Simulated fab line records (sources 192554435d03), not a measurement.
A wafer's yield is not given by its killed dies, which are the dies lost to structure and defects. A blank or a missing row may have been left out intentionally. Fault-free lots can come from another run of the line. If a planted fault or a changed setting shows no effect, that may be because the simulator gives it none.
One fault through the eyes of 2 desks -- flow n5Finfet -- each desk holds nothing but its own numbers, with what lay behind them at the end

AT THE METROLOGY DESK
What the gauges read for every lot (on any tool): the sampled wafers with a number, averaged. A lot is out of limits, marked OUT, if its mean lies more than 4 standard deviations from the usual mean; the brackets give that distance. Shown are 7 of the 11 readings it has, namely the first that went out of limits plus those furthest out on some lot.
Columns: A = cdNm at N5_BEOL_M0_SAQP_CD_MEAS_25, usual 12.85 nm; B = DIBL_P at N5_BEOL_M4_RC_MEAS_101, usual 35.0 mV/V; C = IOFF_N at N5_BEOL_M4_RC_MEAS_101, usual 0.148 nA/um; D = IOFF_P at N5_BEOL_M4_RC_MEAS_101, usual 0.19 nA/um; E = SS_P at N5_BEOL_M4_RC_MEAS_101, usual 73.0 mV/dec; F = VT_N at N5_BEOL_M4_RC_MEAS_101, usual 251 mV; G = VT_P at N5_BEOL_M4_RC_MEAS_101, usual -251.5 mV
lot,first seen here,A,B,C,D,E,F,G
L352,day 7 04:06,12.56,32.6,0.136,0.18,72.8,251,-251.2
L353,day 7 04:15,12.78,33.3,0.117,0.17,72.5,254,-254.2
L355,day 7 04:25,12.91,33.3,0.121,0.16,71.9,253,-253.6
L357,day 7 05:05,12.78,34.0,0.131,0.17,72.7,253,-255.1
L356,day 7 05:09,12.77,36.0,0.135,0.19,73.5,254,-254.2
L360,day 7 22:49,14.78 (+8.8) OUT,38.8,0.214,0.31,74.6,245,-244.7
L361,day 8 01:51,15.34 (+11) OUT,-,-,-,-,-,-
L368,day 9 22:09,12.91,32.7,0.119,0.15,72.5,254,-254.9
L370,day 10 10:18,12.93,34.2,0.140,0.18,72.8,252,-250.8
L371,day 10 16:20,13.20,37.4,0.170,0.24,72.8,250,-247.9
L373,day 11 03:00,12.69,35.6,0.140,0.19,72.7,252,-252.6
This desk finds L360, L361 out of limits, L360 being first, at day 7 22:49 (cdNm at N5_BEOL_M0_SAQP_CD_MEAS_25). Within limits: L352, L353, L355, L357, L356, L368, L370, L371, L373.

THE TOOL OWNER'S DESK: aldSin-01
The tool's own readings at N5_BEOL_M0_SAQP_SPACER1_ALD_98 (deposits SiO2, target thk 12.8 nm, pulse time 1 s, purge time 2 s): means of the sampled wafers that have a number, for each lot that ran on this tool. A lot is out of limits, marked OUT, if its mean lies more than 4 standard deviations from the usual mean; the brackets give that distance.
Columns: A = heaterPowerW at N5_BEOL_M0_SAQP_SPACER1_ALD_98, usual 474 W; B = precursorPulseHeightRel at N5_BEOL_M0_SAQP_SPACER1_ALD_98, usual 0.996
lot,first seen here,A,B
L353,day 7 03:34,477,0.992
L356,day 7 04:14,476,0.994
L360,day 7 22:08,524,0.999
L361,day 8 01:24,565,1.002
This desk's verdict: no lot among the 4 shows anything out of limits.

PUT TOGETHER
At day 7 22:49 the metrology desk could have sounded an alarm, on L360, L361.
The tool owner's desk saw nothing out of limits.
Tool owner's desk: L360, L361 on record, inside its limits.
Of the lots named, all ran N5_BEOL_M0_SAQP_SPACER1_ALD_98 on aldSin-01.

WHAT WAS PUT IN BY THE SIMULATOR
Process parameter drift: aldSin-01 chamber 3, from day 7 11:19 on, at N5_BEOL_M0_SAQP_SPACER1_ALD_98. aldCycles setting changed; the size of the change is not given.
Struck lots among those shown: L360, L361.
Time in hours between the start of the fault and the first out-of-limits reading at each desk: metrology desk, 12.
